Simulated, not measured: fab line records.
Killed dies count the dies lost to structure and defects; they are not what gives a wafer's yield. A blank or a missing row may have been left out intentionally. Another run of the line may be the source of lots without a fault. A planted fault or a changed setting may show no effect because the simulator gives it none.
A struck lot beside a sound one || flow nand harc || 39 out of 1302 route steps
Sound: these wafers, L915.1, L915.3, L915.6. Struck: wafers L926.4, L926.5, L926.6. Last of all comes the cause.
At each step with rows: each side's tool, then ch and its chambers, then its first start. Under that, the readings that differ: sound wafers || struck wafers || difference of the means || sigmas: that difference in standard deviations of wafers without a fault.
alike: words and numbers the same on both sides, and readings whose means are apart by under 2 such deviations; not compared: readings that were withheld, readings missing a value for some wafer, numbers with overlapping values and no deviation given by the record, and bounds like >300 which may hide the same value.
Wherever a step has rows on one side only, a row that says differs or no value, or a row with sigmas, the two part there. When numbers do not overlap yet have no deviation, they are printed without sigmas and do not part them. Lack of a reading on every wafer of one side parts them only where that side has two or more wafers.

first, 6 steps without rows for these wafers: NHARC_A_STAIRCASE_SOFTBAKE_212 (time 170 s); NHARC_A_STAIRCASE_EBR_213; NHARC_A_STAIRCASE_EXPOSE_214 (exposes mask STAIR 3); NHARC_A_STAIRCASE_PEB_215 (peb time 130 s); NHARC_A_STAIRCASE_DEVELOP_216 (time 140 s); NHARC_A_STAIRCASE_HARDBAKE_218 (time 140 s).
NHARC_A_STAIRCASE_DESCUM_219: chemistry O2, time 3 s.
  sound on rie diel-02 ch 0,1, day 18 01:14; struck on rie diel-12 ch 1,2,3, day 22 12:16
  alike: drypump motor current A, oes product au, rf vpp V, showerhead plenum p Torr, throttle valve pct
  not compared: rf hours counter h
then, 2 steps without rows for these wafers: NHARC_A_STAIRCASE_TRIM_220 (chemistry O2, time 211.2 s); NHARC_A_STAIRCASE_ETCH_221 (etches the open film in C4F8/O2, target depth 100 nm, time 40.5 s).
NHARC_A_STAIRCASE_TRIM_222: chemistry O2, time 211.2 s.
  sound on rie diel-02 ch 0,3; struck on rie diel-12 ch 1,2,3
  alike: drypump motor current A, oes product au, rf vpp V, showerhead plenum p Torr, throttle valve pct
  not compared: rf hours counter h
then, 1 step without rows for these wafers: NHARC_A_STAIRCASE_ETCH_223 (etches the open film in C4F8/O2, target depth 100 nm, time 40.5 s).
NHARC_A_STAIRCASE_TRIM_224: chemistry O2, time 211.2 s.
  sound on rie diel-02 ch 0,1,3, day 18 02:06; struck on rie diel-12 ch 1,2, day 22 12:48
  alike: drypump motor current A, oes product au, rf vpp V, showerhead plenum p Torr, throttle valve pct
  not compared: rf hours counter h
NHARC_A_STAIRCASE_ETCH_225: etches the open film in C4F8/O2, target depth 100 nm, time 40.5 s.
  sound on rie diel-02 ch 0,1,3; struck on rie diel-12 ch 0,1,2
{"reading": "oes product au (a.u.)", "sound": "0.944 0.927 0.903", "struck": "0.966 0.942 0.944", "difference": "+0.026", "sigmas": "+2"}
  alike: rf vpp V
  not compared: rf hours counter h
NHARC_A_STAIRCASE_TRIM_226: chemistry O2, time 211.2 s.
  sound on rie diel-02 ch 0,2,3; struck on rie diel-12 ch 0,3
  alike: drypump motor current A, oes product au, rf vpp V, showerhead plenum p Torr, throttle valve pct
  not compared: rf hours counter h
then, 4 steps without rows for these wafers: NHARC_A_STAIRCASE_ETCH_227 (etches the open film in C4F8/O2, target depth 100 nm, time 40.5 s); NHARC_A_STAIRCASE_TRIM_229 (chemistry O2, time 211.2 s); NHARC_A_STAIRCASE_ETCH_230 (etches the open film in C4F8/O2, target depth 100 nm, time 40.5 s); NHARC_A_STAIRCASE_TRIM_231 (chemistry O2, time 211.2 s).
NHARC_A_STAIRCASE_ETCH_232: etches the open film in C4F8/O2, target depth 100 nm, time 40.5 s.
  sound on rie diel-09 ch 1,2; struck on rie diel-12 ch 0,2,3
{"reading": "rf vpp V (V)", "sound": "901 900 897", "struck": "892 893 887", "difference": -9, "sigmas": -2}
  alike: oes product au
  not compared: rf hours counter h
then, 19 steps without rows for these wafers: NHARC_A_STAIRCASE_TRIM_233 (chemistry O2, time 211.2 s); NHARC_A_STAIRCASE_ETCH_234 (etches the open film in C4F8/O2, target depth 100 nm, time 40.5 s); NHARC_A_STAIRCASE_TRIM_235 (chemistry O2, time 211.2 s); NHARC_A_STAIRCASE_ETCH_236 (etches the open film in C4F8/O2, target depth 100 nm, time 40.5 s); NHARC_A_STAIRCASE_STRIP_238 (strips in O2); NHARC_A_STAIRCASE_STRIP_239 (strips in SPM, time 900 s); NHARC_A_STAIRCASE_PRECLEAN_240 (cleans in SC1); NHARC_A_STAIRCASE_SRD_241; NHARC_A_STAIRCASE_DEHYDRATE_242 (time 120 s); NHARC_A_STAIRCASE_HMDS_243 (time 30 s); NHARC_A_STAIRCASE_COAT_244; NHARC_A_STAIRCASE_SOFTBAKE_245 (time 170 s); NHARC_A_STAIRCASE_EBR_246; NHARC_A_STAIRCASE_EXPOSE_247 (exposes mask SDS 1); NHARC_A_STAIRCASE_PEB_248 (peb time 130 s); NHARC_A_STAIRCASE_DEVELOP_249 (time 140 s); NHARC_A_STAIRCASE_HARDBAKE_251 (time 140 s); NHARC_A_STAIRCASE_DESCUM_252 (chemistry O2, time 3 s); NHARC_A_STAIRCASE_ETCH_253 (etches the open film in C4F8/O2, target depth 50 nm, time 20.2 s).
-- the record jumps here: 8 days lie between the struck wafers' starts before and after (it left off in module A_STAIRCASE and takes up again in module END, whose first step shown is number 1302 of the route) --
NHARC_END_SORT_01:
  only the struck wafers appear in the record here, on prober-02 ch 0 at day 30 19:59; the sound ones have no rows

== WHERE THEY PART ==
Earliest at NHARC_A_STAIRCASE_ETCH_225; latest, in this record, at NHARC_END_SORT_01.

WHY: whatever the simulator had introduced
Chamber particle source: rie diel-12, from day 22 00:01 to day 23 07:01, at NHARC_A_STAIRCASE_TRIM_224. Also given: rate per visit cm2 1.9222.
